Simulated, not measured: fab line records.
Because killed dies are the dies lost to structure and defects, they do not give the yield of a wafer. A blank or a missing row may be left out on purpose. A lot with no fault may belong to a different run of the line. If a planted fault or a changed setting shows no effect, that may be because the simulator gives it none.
What tool caused it?    flow nandHarc    13 lots with 37 wafers sampled at 4 steps, on a route of 1302 steps

== WHAT THE GAUGES READ, wafer by wafer ==
NHARC_A_WL_FILL_INSPECT_15. Usual: rawDefectCount at 448, with a standard deviation of 110.
lot   measured      on                rawDefectCount  flag
L325  day 21 12:59  defectInspect-01  585 402 315     
L326  day 21 15:13  defectInspect-01  418 354 483     
L327  day 22 08:35  defectInspect-02  660 636 401     
L328  day 22 08:35  defectInspect-01  396 394 418     
L329  day 22 22:23  defectInspect-01  393 321 421     
L331  day 24 04:41  defectInspect-01  595 562 300     
L333  day 24 21:09  defectInspect-01  381 300 430     
L334  day 25 03:17  defectInspect-01  437 453 427     
L339  day 27 10:32  defectInspect-02  539 507         
L341  day 27 14:54  defectInspect-02  282 463         
L346  day 30 00:36  defectInspect-02  514 498 336     
L348  day 30 12:33  defectInspect-02  495 358 392     
L347  day 30 12:34  defectInspect-01  496 562 411     

== WHICH TOOL RAN EACH LOT (tool, then ch and the chambers of the sampled wafers, then the start) ==
lot   NHARC_A_SLIT_ETCH_29               NHARC_A_WL_FILL_ETCHBACK_16                   NHARC_A_WL_FILL_ETCHBACK_26
L325  rieDiel-06 ch 2,3, day 20 05:29    rieDiel-10 ch 1,2,3, day 21 11:52 or earlier  rieSi-03 ch 1,3, day 21 11:52
L326  rieDiel-07 ch 0,3, day 20 13:12    rieDiel-01 ch 0,1, day 21 14:07 or earlier    rieSi-01 ch 0,1,3, day 21 14:07
L327  rieDiel-09 ch 0,1,2, day 21 07:16  rieDiel-03 ch 0,2,3, day 22 07:28 or earlier  rieSi-03 ch 1,2,3, day 22 07:28
L328  rieDiel-09 ch 0,2,3, day 21 07:17  rieDiel-10 ch 1,2,3, day 22 07:29 or earlier  rieSi-05 ch 2,3, day 22 07:29
L329  rieDiel-06 ch 2,3, day 21 20:24    rieDiel-01 ch 1,3, day 22 21:17 or earlier    rieSi-01 ch 0,1,2, day 22 21:17
L331  rieDiel-07 ch 1,2,3, day 23 03:23  rieDiel-01 ch 0,1,3, day 24 03:34 or earlier  rieSi-05 ch 0,2,3, day 24 03:34
L333  rieDiel-06 ch 0,2, day 23 18:49    rieDiel-10 ch 1,2, day 24 20:02 or earlier    rieSi-05 ch 2,3, day 24 20:02
L334  rieDiel-06 ch 2,3, day 24 01:43    rieDiel-10 ch 0,1,3, day 25 02:12 or earlier  rieSi-01 ch 1,2,3, day 25 02:12
L339  rieDiel-07 ch 1,2, day 26 09:00    rieDiel-03 ch 1,2, day 27 09:25 or earlier    rieSi-01 ch 1,3, day 27 09:25
L341  rieDiel-09 ch 1,2, day 26 12:46    rieDiel-01 ch 1,3, day 27 12:59 or earlier    rieSi-01 ch 2,3, day 27 12:59
L346  rieDiel-07 ch 0,2,3, day 28 23:16  rieDiel-01 ch 0,1,2, day 29 23:28 or earlier  rieSi-05 ch 0,2,3, day 29 23:28
L348  rieDiel-06 ch 1,3, day 29 09:37    rieDiel-10 ch 0,1,2, day 30 11:27 or earlier  rieSi-05 ch 1,2,3, day 30 11:27
L347  rieDiel-07 ch 1,2, day 29 10:30    rieDiel-03 ch 1,2,3, day 30 11:26 or earlier  rieSi-01 ch 0,1,2, day 30 11:26
- NHARC_A_SLIT_ETCH_29: etches the open film in CF4/O2, target depth 100 nm, overetch 10 nm, time 55 s.
- NHARC_A_WL_FILL_ETCHBACK_16: etches the open film in C4F8/O2/Ar, target depth 120 nm, time 24 s.
- NHARC_A_WL_FILL_ETCHBACK_26: etches the open film in HBr, target depth 52 nm, time 13.3 s.

== WHAT THE TOOLS THEMSELVES READ (means of the sampled wafers that have a number; where no wafer has one, the mark that the record gives instead) ==
NHARC_A_SLIT_ETCH_29. Usual: drypumpMotorCurrentA 5.4 A, standard deviation 0.31; oes_ar_750_au 1.000 a.u., standard deviation 0.0047; oesProductAu 1.000 a.u., standard deviation 0.0065; rfVppV 197.9 V, standard deviation 1.4; showerheadPlenumPTorr 1.34 Torr, standard deviation 0.052; throttleValvePct 13.396 %, standard deviation 0.0089.
lot   tool        drypumpMotorCurrentA (A)  oes_ar_750_au (a.u.)  oesProductAu (a.u.)  rfVppV (V)  showerheadPlenumPTorr (Torr)  throttleValvePct (%)  flag
L325  rieDiel-06  5.6                       0.995                 1.000                197.6       1.34                          13.408                
L326  rieDiel-07  5.8                       1.005                 1.004                198.2       1.36                          13.392                
L327  rieDiel-09  5.2                       1.001                 0.999                197.4       1.37                          13.397                
L328  rieDiel-09  5.5                       1.003                 1.003                198.2       1.33                          13.388                
L329  rieDiel-06  5.6                       1.003                 0.996                198.5       1.37                          13.396                
L331  rieDiel-07  5.5                       1.000                 1.007                197.5       1.32                          13.397                
L333  rieDiel-06  5.5                       0.998                 0.997                198.2       1.33                          13.392                
L334  rieDiel-06  5.6                       0.996                 0.999                198.5       1.37                          13.403                
L339  rieDiel-07  5.4                       1.003                 1.009                197.4       1.31                          13.402                
L341  rieDiel-09  5.0                       1.000                 1.008                198.0       1.35                          13.396                
L346  rieDiel-07  5.6                       1.001                 1.001                197.7       1.32                          13.394                
L348  rieDiel-06  5.4                       1.004                 0.994                197.6       1.35                          13.392                
L347  rieDiel-07  5.5                       1.002                 1.002                197.6       1.33                          13.399                

NHARC_A_WL_FILL_ETCHBACK_16. Usual: oesProductAu 0.97 a.u., standard deviation 0.035; rfVppV 722 V, standard deviation 4.1.
lot   tool        oesProductAu (a.u.)  rfVppV (V)  flag
L325  rieDiel-10  1.00                 722         
L326  rieDiel-01  0.92                 723         
L327  rieDiel-03  0.99                 724         
L328  rieDiel-10  0.93                 722         
L329  rieDiel-01  0.95                 724         
L331  rieDiel-01  0.92                 725         
L333  rieDiel-10  1.00                 723         
L334  rieDiel-10  1.01                 720         
L339  rieDiel-03  0.93                 723         
L341  rieDiel-01  1.00                 724         
L346  rieDiel-01  0.92                 722         
L348  rieDiel-10  1.00                 722         
L347  rieDiel-03  0.99                 724         

NHARC_A_WL_FILL_ETCHBACK_26. Usual: drypumpMotorCurrentA 5.8 A, standard deviation 0.32; oesProductAu 1.000 a.u., standard deviation 0.0063; throttleValvePct 23.265 %, standard deviation 0.0084.
lot   tool      drypumpMotorCurrentA (A)  oesProductAu (a.u.)  throttleValvePct (%)  flag
L325  rieSi-03  5.6                       0.995                23.272                
L326  rieSi-01  5.8                       0.994                23.265                
L327  rieSi-03  5.6                       1.000                23.265                
L328  rieSi-05  6.0                       1.000                23.270                
L329  rieSi-01  5.6                       0.997                23.264                
L331  rieSi-05  6.0                       1.002                23.261                
L333  rieSi-05  5.8                       1.000                23.270                
L334  rieSi-01  5.7                       0.993                23.274                
L339  rieSi-01  5.9                       1.198                23.261                OFF
L341  rieSi-01  5.8                       1.191                23.267                OFF
L346  rieSi-05  6.0                       0.999                23.262                
L348  rieSi-05  5.8                       1.010                23.268                
L347  rieSi-01  5.5                       0.991                23.262                

== THE ANSWER, worked out from the rows above alone ==
Rule: take the mean of a lot's wafers that have a number; if it is more than 3 standard deviations from the usual mean, the lot is off. Also off: a lot with no number at a reading for which 4 or more lots have one. The other lots that the step has rows for count as sound. Order of review: gauges by route order, followed by the tools' own readings, for which a lot's mean as printed above is used. At the first step where some lot is off, the reading lying furthest off is the one used; lots without a number count as furthest.
Off: L339, L341 (NHARC_A_WL_FILL_ETCHBACK_26, oesProductAu).
A tool fits if, at that step or a process step before it, it ran every lot that is off, and no sound lot after the first of them. Because NHARC_A_WL_FILL_ETCHBACK_16 lacks a start for some lots, the hours and order of its lots are taken from NHARC_A_WL_FILL_ETCHBACK_26. Of those tried, none fits.

== WHAT THE SIMULATOR HAD INSERTED ==
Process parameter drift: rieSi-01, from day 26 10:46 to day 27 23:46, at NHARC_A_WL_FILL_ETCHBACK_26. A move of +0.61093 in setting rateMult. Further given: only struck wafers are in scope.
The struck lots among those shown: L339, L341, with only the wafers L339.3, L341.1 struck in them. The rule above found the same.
